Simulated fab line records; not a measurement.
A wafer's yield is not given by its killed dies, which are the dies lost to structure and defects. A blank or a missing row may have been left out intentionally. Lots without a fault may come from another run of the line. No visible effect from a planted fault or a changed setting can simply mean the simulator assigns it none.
3 desks looking at one fault -- flow n5-finfet -- each desk has only its own numbers; what lay behind them comes last
Where a reading is given only as a bound, like >300, the bound stands for it, and a mean or a difference that rests on one is marked > or <: the true number lies beyond.

FOR THE TOOL OWNER'S DESK: vapor-etch-02
The tool's own readings at N5_BEOL_M0_SAQP_RECESS_109 (chemistry HF/NH3, target SiO2, target depth 3 nm, afs cycles 1, sublimation time 60 s): means of the sampled wafers that have a number, for each lot that ran on this tool. A lot is out of limits, marked OUT, if its mean lies more than 4 standard deviations from the usual mean; the brackets give that distance.
Columns: A = drypump-motor-current-A at N5_BEOL_M0_SAQP_RECESS_109, usual 5.4 A
lot,first seen here,A
L814,day 5 19:25,5.8
L818,day 6 18:46,5.7
L823,day 8 04:03,5.5
L827,day 9 05:42,5.3
L828,day 9 11:04,5.8
Finding of this desk: none of the 5 lots has anything out of limits.

METROLOGY DESK
Means of the sampled wafers that have a number, per lot and without regard to the tool the lot ran on: this is what the gauges read. A lot is out of limits, marked OUT, if its mean lies more than 4 standard deviations from the usual mean; the brackets give that distance. 7 of its 10 readings are shown, namely those furthest out on some lot.
Columns: A = DIBL_N at N5_BEOL_M4_RC_MEAS_101, usual 36.1 mV/V; B = DIBL_P at N5_BEOL_M4_RC_MEAS_101, usual 36.1 mV/V; C = IOFF_P at N5_BEOL_M4_RC_MEAS_101, usual 0.201 nA/um; D = ION_P at N5_BEOL_M4_RC_MEAS_101, usual 462 uA/um; E = SS_N at N5_BEOL_M4_RC_MEAS_101, usual 71.5 mV/dec; F = VT_N at N5_BEOL_M4_RC_MEAS_101, usual 250.0 mV; G = VT_P at N5_BEOL_M4_RC_MEAS_101, usual -251.3 mV
lot,first seen here,A,B,C,D,E,F,G
L814,day 8 02:04,33.8,33.7,0.169,456,71.6,252.5,-254.7
L818,day 9 01:45,35.3,34.9,0.204,460,71.7,251.6,-248.9
L823,day 10 18:28,36.3,35.5,0.184,457,71.1,252.0,-253.3
L827,day 11 21:38,36.7,35.4,0.214,460,71.5,246.2,-251.1
L828,day 12 03:42,36.6,36.4,0.207,462,71.4,249.8,-252.3
L834,day 13 05:51,36.8,37.2,0.204,461,71.3,247.0,-250.6
L835,day 14 07:29,37.4,38.0,0.242,471,72.2,247.0,-247.3
L836,day 14 10:37,35.3,36.0,0.164,459,71.7,250.6,-255.2
Finding of this desk: none of the 8 lots has anything out of limits.

THE DEFECT DESK
For each lot, the counts of the inspections along the route, averaged over the sampled wafers that have a number. A lot is out of limits, marked OUT, if its mean lies more than 4 standard deviations from the usual mean; the brackets give that distance.
Columns: A = raw-defect-count at N5_BEOL_M0_SAQP_INSPECT_42, usual 279; B = raw-defect-count at N5_BEOL_M0_CUTY_INSPECT_59, usual 2.0
lot,first seen here,A,B
L814,day 5 21:01,228,1.3
L818,day 6 20:09,303,1.3
L823,day 8 05:48,243,1.3
L827,day 9 07:07,516,>300 (+99 or more) OUT
L828,day 9 13:04,527,>300 (+99 or more) OUT
L834,day 10 23:40,386,1.7
L836,day 11 10:26,322,0.3
L835,day 11 15:23,205,2.0
This desk's verdict: out of limits on L827, L828, starting with L827 at day 9 08:34 (raw-defect-count at N5_BEOL_M0_CUTY_INSPECT_59). In limits: L814, L818, L823, L834, L836, L835.

ALL TOGETHER
The defect desk could have raised an alarm at day 9 08:34, on L827, L828.
Nothing out of limits was seen by the tool owner's desk.
Metrology desk: nothing out of limits seen.
On record at the tool owner's desk: L827, L828, within its limits.
The metrology desk holds a record of L827, L828, inside its limits.
On vapor-etch-02, each named lot ran N5_BEOL_M0_SAQP_RECESS_109.

WHAT HAD BEEN PUT IN BY THE SIMULATOR
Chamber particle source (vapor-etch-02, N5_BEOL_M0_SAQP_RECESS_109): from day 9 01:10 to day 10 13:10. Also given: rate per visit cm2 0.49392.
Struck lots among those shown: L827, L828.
Hours from the fault's start to each desk's first reading out of limits: the defect desk, 7.
